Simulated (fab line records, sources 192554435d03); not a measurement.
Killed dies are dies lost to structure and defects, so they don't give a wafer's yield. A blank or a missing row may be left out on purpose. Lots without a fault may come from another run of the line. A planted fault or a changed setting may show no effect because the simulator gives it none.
Split-lot experiment | flow n5_finfet | 7 lots, 21 wafers read, on a route of 1938 steps

THE SPLIT
At N5_BEOL_M2_COAT_05 (resist thk 30 nm), the setting spin_rpm was moved away from the recipe's 1500 rpm on 4 of the 21 wafers read, by +5.3% to +8.3%. The other wafers ran this setting at the recipe's value.

The reading is taken at the split's own step.

THE READING
CAR-EUV_of_BEOL_M2_COAT_05.thk_nm (the simulator's own value, which no gauge read), in nm, at N5_BEOL_M2_COAT_05 (resist thk 30 nm). The file gives no usual value for it. The 17 wafers here that ran the recipe average 30.0 nm, standard deviation 0.12 nm.

wafer  | tool, chamber at the split | spin_rpm as run, rpm | against the recipe | CAR-EUV_of_BEOL_M2_COAT_05.thk_nm, nm | against lot-mates on the recipe
L075.1 | litho_track-03, 0          | 1500                 | recipe             | 30                                    | -
L075.3 | litho_track-03, 0          | 1500                 | recipe             | 30                                    | -
L075.5 | litho_track-03, 0          | 1500                 | recipe             | 30.2                                  | -
L076.1 | litho_track-03, 0          | 1500                 | recipe             | 30                                    | -
L076.2 | litho_track-03, 0          | 1500                 | recipe             | 30                                    | -
L076.4 | litho_track-03, 0          | 1500                 | recipe             | 30                                    | -
L079.1 | litho_track-02, 0          | 1624                 | +8.3%              | 28.8                                  | -1.2
L079.2 | litho_track-02, 0          | 1500                 | recipe             | 30                                    | -
L079.4 | litho_track-02, 0          | 1500                 | recipe             | 30                                    | -
L084.4 | litho_track-01, 0          | 1500                 | recipe             | 30.2                                  | -
L084.5 | litho_track-01, 0          | 1500                 | recipe             | 30.2                                  | -
L084.6 | litho_track-01, 0          | 1500                 | recipe             | 30.2                                  | -
L088.1 | litho_track-03, 0          | 1500                 | recipe             | 30                                    | -
L088.4 | litho_track-03, 0          | 1500                 | recipe             | 30                                    | -
L088.2 | litho_track-03, 0          | 1614                 | +7.6%              | 29                                    | -1.0
L094.1 | litho_track-02, 0          | 1579                 | +5.3%              | 29.4                                  | -0.8
L094.6 | litho_track-02, 0          | 1579                 | +5.3%              | 29.4                                  | -0.8
L094.5 | litho_track-02, 0          | 1500                 | recipe             | 30.2                                  | -
L096.1 | litho_track-02, 0          | 1500                 | recipe             | 30                                    | -
L096.4 | litho_track-02, 0          | 1500                 | recipe             | 29.8                                  | -
L096.6 | litho_track-02, 0          | 1500                 | recipe             | 29.8                                  | -

THE FIT
A straight line over all 21 wafers: CAR-EUV_of_BEOL_M2_COAT_05.thk_nm changes by -0.137 nm for each +1% of spin_rpm; r = -0.95; the points scatter about the line by 0.12 nm.
The same after taking each lot's own level away (the mean of its wafers on the recipe; 21 wafers): -0.143 nm for each +1%; r = -0.99; scatter 0.059 nm.
On that fit, the largest move of spin_rpm shifts the reading by 1.2 nm.
The lots' own levels span 29.87 to 30.20 nm, that is 2.7 times the standard deviation above.
So the lot-to-lot level changes the slope little: the two slopes agree.
Check: with one of the wafers moved furthest among these (+8.3%) left out of the fit, the line predicts -1.17 nm for it against its lot-mates. It came out at -1.2 nm against them.

OTHER SPLITS ON THESE WAFERS
These wafers also went through other splits before the reading. Each is held against what the fit with the lots' levels taken away leaves over:
other split on the same wafers            | wafers away from the commonest value | r with CAR-EUV_of_BEOL_M2_COAT_05.thk_nm (lot level and that fit taken away)
N5_GATE_CUT_ETCH_36 cf4_flow_sccm         | 8                                    | +0.07
N5_GATE_CUT_ALD_22 ald_cycles             | 5                                    | -0.08
N5_MOL_CONTACT_COAG_EXPOSE_37 dose_mj     | 10                                   | -0.12
N5_MOL_CONTACT_COAG_ETCH_67 source_w      | 9                                    | +0.29
N5_BEOL_M0_SAQP_MANDREL_ETCH_20 bias_w    | 8                                    | -0.07
N5_BEOL_M0_CUTY_ETCH_63 source_w          | 5                                    | -0.14
N5_BEOL_M0_TRENCH_ETCH_107 target_depth_a | 9                                    | -0.05
N5_BEOL_M1_PECVD_72 time_s                | 10                                   | -0.15
N5_BEOL_M1_HM_DEP_02 target_thk_a         | 8                                    | +0.13

THE FILE'S OWN FIT
CAR-EUV_of_BEOL_M2_COAT_05.thk_nm changes by -0.141 nm for each +1% of spin_rpm, r = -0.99.
